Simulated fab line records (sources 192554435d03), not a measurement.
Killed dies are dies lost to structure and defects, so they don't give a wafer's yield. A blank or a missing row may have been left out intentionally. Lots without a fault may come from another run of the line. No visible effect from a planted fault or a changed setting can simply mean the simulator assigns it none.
Struck lot and sound lot, side by side | flow n5_finfet | 17 out of 1938 route steps
Sound: wafers L870.1, L870.5, L870.6. Struck: wafer L869.1. (L869.5, L869.6 of the same lot were not struck and are left out.) The cause comes at the end.
For every step that has rows: the tool of each side, followed by ch and its chambers, followed by its first start. Under that, the readings that differ: sound wafers | struck wafers | difference of the means | sigmas: that difference in standard deviations of wafers without a fault.
alike: same words and numbers on both sides, and readings whose means sit less than 2 such deviations apart. not compared: any withheld reading, any reading some wafer has no value for, any bound like >300 that may hide the same value, and any number with overlapping values for which the record gives no deviation.
The two part at a step that has a row with sigmas, a row that says differs or no value, or rows on one side only. Non-overlapping numbers with no deviation appear without sigmas and do not part them. Lack of a reading on every wafer of one side parts them only where that side has two or more wafers.

first, 9 steps without rows for these wafers: N5_DUMMY_GATE_COAT_34 (time 60 s, resist thk 60 nm); N5_DUMMY_GATE_COAT_35 (time 60 s, resist thk 10 nm); N5_DUMMY_GATE_COAT_28 (time 60 s, resist thk 10 nm); N5_DUMMY_GATE_COAT_09 (resist thk 30 nm); N5_DUMMY_GATE_EBR_11; N5_DUMMY_GATE_SOFTBAKE_10 (time 60 s); N5_DUMMY_GATE_EXPOSE_12 (exposes mask GATE, target cd 25 nm); N5_DUMMY_GATE_PEB_13 (peb time 60 s); N5_DUMMY_GATE_DEVELOP_14 (develop time 30 s).
N5_DUMMY_GATE_CD_MEAS_15: the cd target is 25.8 nm.
  sound on cd_sem-01 ch 0, day 5 23:29; struck on cd_sem-01 ch 0, day 5 18:59
  alike: cd_nm
N5_DUMMY_GATE_OVL_MEAS_16:
  sound on overlay-02 ch 0, day 5 23:32; struck on overlay-02 ch 0, day 5 19:01
  alike: GATE_OVL
N5_DUMMY_GATE_INSPECT_17: inspects for defects (brightfield).
  sound on defect_inspect-01 at day 5 23:35; struck on defect_inspect-01 at day 5 19:05
  alike: raw_defect_count
N5_DUMMY_GATE_DESCUM_20: chemistry O2, time 6.2 s.
  sound on rie_diel-06 ch 1,2,3, day 5 23:37; struck on rie_diel-02 ch 1, day 5 19:27
  reading                                         | sound          | struck | difference | sigmas
  model.CAR-EUV_of_DUMMY_GATE_COAT_09.thk_nm (nm) | 26.6 26.4 26.4 | 27.6   | +1.1       |
  alike: drypump_motor_current_A, oes_product_au, rf_vpp_V, showerhead_plenum_p_Torr, throttle_valve_pct
  not compared: rf_hours_counter_h
N5_DUMMY_GATE_ETCH_29: etches underlayer in N2/H2, target depth 13 nm.
  sound on rie_diel-06 ch 1,2,3, day 5 23:41; struck on rie_diel-02 ch 1, day 5 19:31
  alike: drypump_motor_current_A, oes_product_au, rf_vpp_V, showerhead_plenum_p_Torr, throttle_valve_pct
  not compared: rf_hours_counter_h
N5_DUMMY_GATE_ETCH_36: etches SiARC in CF4, target depth 13 nm.
  sound on rie_diel-06 ch 1,2,3, day 5 23:43; struck on rie_diel-02 ch 1, day 5 19:34
  reading                                         | sound          | struck | difference | sigmas
  model.CAR-EUV_of_DUMMY_GATE_COAT_09.thk_nm (nm) | 11.4 11.6 10.6 | 13.2   | +2.0       |
  alike: drypump_motor_current_A, oes_product_au, rf_vpp_V, showerhead_plenum_p_Torr, throttle_valve_pct
  not compared: rf_hours_counter_h
N5_DUMMY_GATE_ETCH_37: etches SOC in N2/H2, target depth 60 nm, overetch 30 nm.
  sound on rie_diel-06 ch 1,2,3, day 5 23:46; struck on rie_diel-02 ch 1, day 5 19:36
  alike: drypump_motor_current_A, oes_product_au, rf_vpp_V, showerhead_plenum_p_Torr, throttle_valve_pct
  not compared: rf_hours_counter_h
-- a jump in the record: the struck wafers' starts before and after are 8 days apart (it breaks off in module DUMMY_GATE and resumes in module BEOL_M4, where the first step shown is number 1111 of the route) --
N5_BEOL_M4_RC_MEAS_101:
  sound on prober-02 ch 0, day 13 09:08; struck on prober-02 ch 0, day 14 05:25
  alike: DIBL_N, DIBL_P, IOFF_N, IOFF_P, ION_N, ION_P, SS_N, SS_P, VT_N, VT_P

== WHERE THEY PART ==
Nowhere in this record.

WHY: the cause the simulator had injected
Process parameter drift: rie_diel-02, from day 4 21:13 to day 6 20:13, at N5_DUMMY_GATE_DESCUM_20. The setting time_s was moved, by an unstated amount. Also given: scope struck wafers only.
